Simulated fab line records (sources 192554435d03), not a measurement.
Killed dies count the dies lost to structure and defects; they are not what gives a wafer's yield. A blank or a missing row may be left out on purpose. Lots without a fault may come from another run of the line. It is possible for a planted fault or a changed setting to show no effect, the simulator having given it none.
Matching of chambers :: flow n5-finfet :: 4 sister chambers for N5_MOL_CONTACT_COAG_ETCH_48 on rie-diel-01
The step etches SiOC in C4F6/O2, target depth 15 nm, overetch 4.5 nm, time 17 s. 4 wafers are shown with their chamber, then 12 later ones without.

== EACH WAFER AND ITS CHAMBER ==
wafer: L086.1
chamber: 3
throttle-valve-pct (%): 40.4

wafer: L088.6
chamber: 0
throttle-valve-pct (%): 41.2

wafer: L089.2
chamber: 2
throttle-valve-pct (%): 40.9

wafer: L089.6
chamber: 1
throttle-valve-pct (%): 40.3

== WAFERS WITH NO CHAMBER GIVEN ==
wafer: L090.3
throttle-valve-pct (%): 41.3

wafer: L090.4
throttle-valve-pct (%): 40.4

wafer: L090.5
throttle-valve-pct (%): 41.3

wafer: L092.1
throttle-valve-pct (%): 41.3

wafer: L092.2
throttle-valve-pct (%): 40.9

wafer: L092.6
throttle-valve-pct (%): 40.3

wafer: L094.1
throttle-valve-pct (%): 40.3

wafer: L094.2
throttle-valve-pct (%): 40.9

wafer: L094.5
throttle-valve-pct (%): 41.0

wafer: L096.2
throttle-valve-pct (%): 40.9

wafer: L096.4
throttle-valve-pct (%): 41.2

wafer: L096.5
throttle-valve-pct (%): 40.3

== THE CHAMBER EACH PASSED THROUGH ==
wafer: L090.3
from the rows above: 0
in truth: 0

wafer: L090.4
from the rows above: can't be placed: 3 or 1
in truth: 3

wafer: L090.5
from the rows above: 0
in truth: 0

wafer: L092.1
from the rows above: 0
in truth: 0

wafer: L092.2
from the rows above: 2
in truth: 2

wafer: L092.6
from the rows above: can't be placed: 1 or 3
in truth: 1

wafer: L094.1
from the rows above: can't be placed: 1 or 3
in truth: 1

wafer: L094.2
from the rows above: 2
in truth: 2

wafer: L094.5
from the rows above: can't be placed: 2 or 0
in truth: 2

wafer: L096.2
from the rows above: 2
in truth: 2

wafer: L096.4
from the rows above: 0
in truth: 0

wafer: L096.5
from the rows above: can't be placed: 1 or 3
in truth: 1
Correct placement for 7 of the 12. Cannot be placed on the basis of these rows: 5; the candidates contain the true chamber in 5. 0 placed wrongly.
How it was worked out, from the rows above alone: a wafer's distance from a chamber is the root of the sum, over the readings, of the square of ((its reading less the chamber's mean) divided by the reading's scatter). If the next closest chamber is less than 2 further off than the closest, the wafer can't be placed; otherwise it belongs to the closest. The mean given for a chamber averages the wafers shown for that chamber. The scatter: root of mean squared gap, hidden wafer to nearest shown wafer, with one shown wafer a chamber.
